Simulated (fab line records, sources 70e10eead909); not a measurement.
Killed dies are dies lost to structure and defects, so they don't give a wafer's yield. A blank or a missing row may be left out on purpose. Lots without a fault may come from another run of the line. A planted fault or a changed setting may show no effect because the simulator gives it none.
Chamber matching | flow nand_harc | NHARC_A_CONTACT_ETCH_90 on rie_diel-08: 4 sister chambers
The step etches the open film in CH3F/O2, target depth 40 nm, time 85.7 s. 8 wafers are shown with their chamber, then 8 later ones without.

WAFERS WITH THEIR CHAMBER
wafer  | chamber | showerhead_plenum_p_Torr (Torr) | drypump_motor_current_A (A)
L493.6 | 2       | 2.57                            | 5.27
L508.1 | 0       | 2.42                            | 5.63
L509.3 | 1       | 2.41                            | 6.14
L509.4 | 1       | 2.41                            | 6.13
L512.1 | 3       | 2.58                            | 5.61
L512.2 | 2       | 2.56                            | 5.30
L512.6 | 3       | 2.58                            | 5.58
L513.1 | 0       | 2.42                            | 5.64

WAFERS WITHOUT THEIR CHAMBER
wafer  | showerhead_plenum_p_Torr (Torr) | drypump_motor_current_A (A)
L513.2 | 2.58                            | 5.62
L513.6 | 2.42                            | 5.65
L514.2 | 2.41                            | 6.12
L514.4 | 2.42                            | 5.63
L514.5 | 2.57                            | 5.60
L515.2 | 2.42                            | 5.64
L515.3 | 2.56                            | 5.28
L515.4 | 2.57                            | 5.60

WHICH CHAMBER EACH WENT THROUGH
wafer  | from the rows above | in truth
L513.2 | 3                   | 3
L513.6 | 0                   | 0
L514.2 | 1                   | 1
L514.4 | 0                   | 0
L514.5 | 3                   | 3
L515.2 | 0                   | 0
L515.3 | 2                   | 2
L515.4 | 3                   | 3
Placed correctly: 8 of 8. Can't be placed from these rows: 0. Placed wrongly: 0.
How it was worked out, from the rows above alone: a wafer's distance from a chamber is the root of the sum, over the readings, of the square of ((its reading less the chamber's mean) divided by the reading's scatter). The wafer belongs to the nearest chamber; if the next one is less than 2 further off, it can't be placed. A chamber's mean is the mean of its shown wafers. The scatter: the root of (the sum of the squares of (reading less its chamber's mean) over the shown wafers, divided by (wafers less chambers)).
